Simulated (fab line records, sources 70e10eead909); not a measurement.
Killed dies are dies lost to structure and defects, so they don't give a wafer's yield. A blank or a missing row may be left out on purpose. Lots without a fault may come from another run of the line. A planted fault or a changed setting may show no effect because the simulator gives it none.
A struck lot beside a sound one | flow nand_harc | 14 steps out of a route of 1159
Sound: wafers L597.2, L597.3, L597.5. Struck: wafers L607.1, L607.3, L607.6. The cause comes at the end.
At each step with rows: each side's tool, then ch and its chambers, then its first start. Under that, the readings that differ: sound wafers | struck wafers | difference of the means | sigmas: that difference in standard deviations of wafers without a fault.
alike: readings whose means differ by less than 2 such deviations, and words and numbers that are the same on both sides. not compared: withheld readings, readings that some wafer has no value for, bounds like >300 that may hide the same value, and numbers for which the record gives no deviation and whose values overlap.
The two part at a step that has a row with sigmas, a row that says differs or no value, or rows on one side only. Numbers that don't overlap but have no deviation are shown without sigmas and don't part them. A reading that every wafer of one side lacks parts them only if that side has two wafers or more.

first, 3 steps without rows for these wafers: NHARC_A_STAIRCASE_ETCH_13 (etches the open film in C4F8/O2, target depth 100 nm, time 40.5 s); NHARC_A_STAIRCASE_TRIM_14 (chemistry O2, time 211.2 s); NHARC_A_STAIRCASE_ETCH_15 (etches the open film in C4F8/O2, target depth 100 nm, time 40.5 s).
NHARC_A_STAIRCASE_TRIM_16: chemistry O2, time 211.2 s.
  sound on rie_diel-02 ch 1,3; struck on rie_diel-08 ch 0,2
  alike: chamber_pressure_mTorr, drypump_motor_current_A, oes_product_au, rf_vpp_V, showerhead_plenum_p_Torr, throttle_valve_pct
  not compared: rf_hours_counter_h
then, 2 steps without rows for these wafers: NHARC_A_STAIRCASE_ETCH_17 (etches the open film in C4F8/O2, target depth 100 nm, time 40.5 s); NHARC_A_STAIRCASE_TRIM_18 (chemistry O2, time 211.2 s).
NHARC_A_STAIRCASE_ETCH_19: etches the open film in C4F8/O2, target depth 100 nm, time 40.5 s.
  sound on rie_diel-02 ch 0,2,3; struck on rie_diel-08 ch 2,3
  alike: oes_product_au, rf_vpp_V
  not compared: rf_hours_counter_h
NHARC_A_STAIRCASE_TRIM_20: chemistry O2, time 211.2 s.
  sound on rie_diel-08 ch 0,1,2, day 10 19:54; struck on rie_diel-02 ch 0,2,3, day 13 08:52
  alike: chamber_pressure_mTorr, drypump_motor_current_A, oes_product_au, rf_vpp_V, showerhead_plenum_p_Torr, throttle_valve_pct
  not compared: rf_hours_counter_h
then, 1 step without rows for these wafers: NHARC_A_STAIRCASE_ETCH_21 (etches the open film in C4F8/O2, target depth 100 nm, time 40.5 s).
NHARC_A_STAIRCASE_TRIM_22: chemistry O2, time 211.2 s.
  sound on rie_diel-08 ch 0,3; struck on rie_diel-02 ch 1,3
  alike: chamber_pressure_mTorr, drypump_motor_current_A, oes_product_au, rf_vpp_V, showerhead_plenum_p_Torr, throttle_valve_pct
  not compared: rf_hours_counter_h
then, 1 step without rows for these wafers: NHARC_A_STAIRCASE_ETCH_23 (etches the open film in C4F8/O2, target depth 100 nm, time 40.5 s).
NHARC_A_STAIRCASE_TRIM_24: chemistry O2, time 211.2 s.
  sound on rie_diel-08 ch 0,3, day 10 20:24; struck on rie_diel-02 ch 0,1,3, day 13 09:26
  no value came back on the struck wafers for any of 7 readings (bias_w (W), chamber_pressure_mTorr (mTorr) and others); on the sound wafers bias_w (W) reads 0 0 0
  not compared: rf_hours_counter_h
NHARC_A_STAIRCASE_ETCH_25: etches the open film in C4F8/O2, target depth 100 nm, time 40.5 s.
  sound on rie_diel-08 ch 1,2,3; struck on rie_diel-02 ch 2,3
  alike: oes_product_au, rf_vpp_V
  not compared: rf_hours_counter_h
-- the record jumps here: 9 days lie between the struck wafers' starts before and after (it left off in module A_STAIRCASE and takes up again in module END, whose first step shown is number 1159 of the route) --
NHARC_END_SORT_01:
  the record has rows for the struck wafers here (prober-01 ch 0, day 22 00:20) and none for the sound ones

WHERE THEY PART
First at NHARC_A_STAIRCASE_TRIM_24; last, within this record, at NHARC_END_SORT_01.

WHY: what the simulator had put in
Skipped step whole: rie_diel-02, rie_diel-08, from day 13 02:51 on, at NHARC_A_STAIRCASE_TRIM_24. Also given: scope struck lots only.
